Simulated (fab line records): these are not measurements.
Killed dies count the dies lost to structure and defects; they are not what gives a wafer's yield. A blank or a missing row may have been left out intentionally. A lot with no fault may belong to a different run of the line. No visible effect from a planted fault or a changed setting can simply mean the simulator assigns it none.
Matching of chambers + flow n5Finfet + N5_BEOL_M10_STRIP_19 on rieDiel-02 has 4 sister chambers
The step strips in O2. 20 wafers are shown with their chamber, then 10 later ones without.

== EACH WAFER AND ITS CHAMBER ==
| wafer  | chamber | showerheadPlenumPTorr (Torr) | drypumpMotorCurrentA (A) | throttleValvePct (%) |
|--------|---------|------------------------------|--------------------------|----------------------|
| L074.1 | 1       | 2.11                         | 5.2                      | 16.77                |
| L074.3 | 3       | 2.18                         | 5.1                      | 17.19                |
| L074.5 | 3       | 2.18                         | 5.1                      | 17.19                |
| L077.1 | 1       | 2.11                         | 5.3                      | 16.79                |
| L077.4 | 0       | 2.00                         | 6.2                      | 16.61                |
| L077.6 | 2       | 1.99                         | 5.3                      | 17.21                |
| L080.1 | 1       | 2.10                         | 5.2                      | 16.78                |
| L080.3 | 3       | 2.18                         | 5.1                      | 17.20                |
| L080.5 | 1       | 2.10                         | 5.2                      | 16.81                |
| L082.1 | 0       | 2.00                         | 6.1                      | 16.65                |
| L082.4 | 1       | 2.10                         | 5.2                      | 16.80                |
| L082.5 | 0       | 2.00                         | 6.1                      | 16.63                |
| L083.2 | 1       | 2.10                         | 5.2                      | 16.79                |
| L083.4 | 2       | 1.98                         | 5.3                      | 17.22                |
| L083.6 | 3       | 2.18                         | 5.1                      | 17.22                |
| L085.2 | 1       | 2.10                         | 5.2                      | 16.80                |
| L085.5 | 0       | 1.99                         | 6.2                      | 16.66                |
| L085.6 | 1       | 2.10                         | 5.2                      | 16.82                |
| L088.2 | 0       | 1.99                         | 6.1                      | 16.66                |
| L088.3 | 2       | 1.98                         | 5.3                      | 17.22                |

SIGNATURES, as means of the wafers listed above
| reading               | chamber 0 | chamber 1 | chamber 2 | chamber 3 | scatter within a chamber |
|-----------------------|-----------|-----------|-----------|-----------|--------------------------|
| showerheadPlenumPTorr | 1.9960    | 2.1025    | 1.9833    | 2.1800    | 0.00459                  |
| drypumpMotorCurrentA  | 6.140     | 5.213     | 5.300     | 5.100     | 0.036                    |
| throttleValvePct      | 16.6420   | 16.7950   | 17.2167   | 17.2000   | 0.0165                   |
Rule: distance of a wafer from a chamber = root of the sum over the readings of ((wafer's reading minus chamber's mean) / reading's scatter) squared. If the next closest chamber is less than 2 further off than the closest, the wafer can't be placed; otherwise it belongs to the closest. The scatter is the square root of a quotient: the sum, over the shown wafers, of each reading's squared deviation from its chamber's mean, divided by wafers minus chambers.

== WAFERS MISSING THEIR CHAMBER ==
| wafer  | showerheadPlenumPTorr (Torr) | drypumpMotorCurrentA (A) | throttleValvePct (%) |
|--------|------------------------------|--------------------------|----------------------|
| L088.4 | 2.10                         | 5.2                      | 16.81                |
| L090.3 | 1.99                         | 6.1                      | 16.68                |
| L090.4 | 1.98                         | 5.3                      | 17.24                |
| L090.6 | 1.99                         | 6.2                      | 16.68                |
| L095.2 | 2.17                         | 5.1                      | 17.29                |
| L095.5 | 2.17                         | 5.1                      | 17.30                |
| L095.6 | 1.99                         | 6.1                      | 16.72                |
| L094.3 | 2.09                         | 5.2                      | 16.88                |
| L094.5 | 1.99                         | 6.1                      | 16.73                |
| L094.6 | 2.24                         | 5.3                      | 16.82                |

== CHAMBER TAKEN BY EACH ==
| wafer  | from the rows above | in truth                   |
|--------|---------------------|----------------------------|
| L088.4 | 1                   | 1                          |
| L090.3 | 0                   | 0                          |
| L090.4 | 2                   | 2                          |
| L090.6 | 0                   | 0                          |
| L095.2 | 3                   | 3                          |
| L095.5 | 3                   | 3                          |
| L095.6 | 0                   | 0                          |
| L094.3 | 1                   | 1                          |
| L094.5 | 0                   | 0                          |
| L094.6 | 3                   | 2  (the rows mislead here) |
Correctly placed: 9 of 10. Number that these rows cannot place: 0. Placed wrongly: 1.
